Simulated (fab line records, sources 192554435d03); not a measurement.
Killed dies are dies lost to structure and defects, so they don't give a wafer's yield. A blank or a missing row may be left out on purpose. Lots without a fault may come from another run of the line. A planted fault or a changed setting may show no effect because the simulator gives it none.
Split-lot experiment | flow n5_finfet | 7 lots, 21 wafers read, on a route of 1938 steps

THE SPLIT
At N5_SDB_ETCH_18 (etches SOC in N2/H2, target depth 100 nm, overetch 20 nm, time 150 s), the setting source_w was moved away from the recipe's 840 W on 7 of the 21 wafers read, by -14.5% to -5.5%. The other wafers ran this setting at the recipe's value.

The reading is taken at the split's own step.

THE READING
rf_vpp_V, in V, at N5_SDB_ETCH_18 (etches SOC in N2/H2, target depth 100 nm, overetch 20 nm, time 150 s). Fault-free wafers of this fab line usually give 524.8 V, standard deviation 2.8 V.

wafer  | tool, chamber at the split | source_w as run, W | against the recipe | rf_vpp_V, V | against lot-mates on the recipe
L074.1 | rie_diel-01, 2             | 840                | recipe             | 528.4       | -
L074.2 | rie_diel-01, 3             | 840                | recipe             | 528.0       | -
L074.5 | rie_diel-01, 0             | 840                | recipe             | 524.8       | -
L075.1 | rie_diel-03, 2             | 840                | recipe             | 528.0       | -
L075.2 | rie_diel-03, 1             | 840                | recipe             | 527.6       | -
L075.3 | rie_diel-03, 3             | 840                | recipe             | 523.0       | -
L077.1 | rie_diel-01, 1             | 840                | recipe             | 521.0       | -
L077.3 | rie_diel-01, 0             | 718.3              | -14.5%             | 553.5       | +32.5
L077.5 | rie_diel-01, 0             | 718.3              | -14.5%             | 555.0       | +34.0
L080.1 | rie_diel-03, 2             | 793.5              | -5.5%              | 537.3       | +9.8
L080.2 | rie_diel-03, 1             | 840                | recipe             | 527.5       | -
L080.6 | rie_diel-03, 0             | 793.5              | -5.5%              | 532.6       | +5.1
L088.1 | rie_diel-03, 1             | 789.4              | -6.0%              | 539.0       | +18.2
L088.2 | rie_diel-03, 3             | 840                | recipe             | 520.8       | -
L088.4 | rie_diel-03, 2             | 789.4              | -6.0%              | 536.9       | +16.1
L092.1 | rie_diel-05, 3             | 840                | recipe             | 523.5       | -
L092.2 | rie_diel-05, 0             | 840                | recipe             | 526.7       | -
L092.3 | rie_diel-05, 1             | 754.1              | -10.2%             | 541.3       | +16.2
L093.1 | rie_diel-03, 3             | 840                | recipe             | 520.0       | -
L093.2 | rie_diel-03, 0             | 840                | recipe             | 523.7       | -
L093.5 | rie_diel-03, 3             | 840                | recipe             | 522.2       | -

THE FIT
A straight line over all 21 wafers: rf_vpp_V changes by -1.98 V for each +1% of source_w; r = -0.96; the points scatter about the line by 2.8 V.
The same after taking each lot's own level away (the mean of its wafers on the recipe; 21 wafers): -2.17 V for each +1%; r = -0.96; scatter 3 V.
On that fit, the largest move of source_w shifts the reading by 31 V.
The lots' own levels span 520.80 to 527.50 V, that is 2.4 times the standard deviation above.
So the lot-to-lot level changes the slope little: the two slopes agree.
Check: with one of the wafers moved furthest among these (-14.5%) left out of the fit, the line predicts +30.7 V for it against its lot-mates. It came out at +32.5 V against them.
Tool readings at the split's step, against how far the setting was moved: rf_vpp_V r = -0.96.

OTHER SPLITS ON THESE WAFERS
These wafers also went through other splits before the reading. Each is held against what the fit with the lots' levels taken away leaves over:
other split on the same wafers  | wafers away from the commonest value | r with rf_vpp_V (lot level and that fit taken away)
N5_FIN_SAQP_PEB_14 peb_time_s   | 7                                    | +0.18
N5_FIN_SAQP_ETCH_65 time_s      | 6                                    | -0.08
N5_DUMMY_GATE_COAT_09 spin_rpm  | 8                                    | +0.02
N5_DUMMY_GATE_EXPOSE_12 dose_mj | 7                                    | +0.02
N5_SD_EPI_P_DESCUM_14 time_s    | 4                                    | +0.18
N5_SD_EPI_P_ETCH_37 source_w    | 6                                    | -0.02

THE FILE'S OWN FIT
rf_vpp_V changes by -2.08 V for each +1% of source_w, r = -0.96.
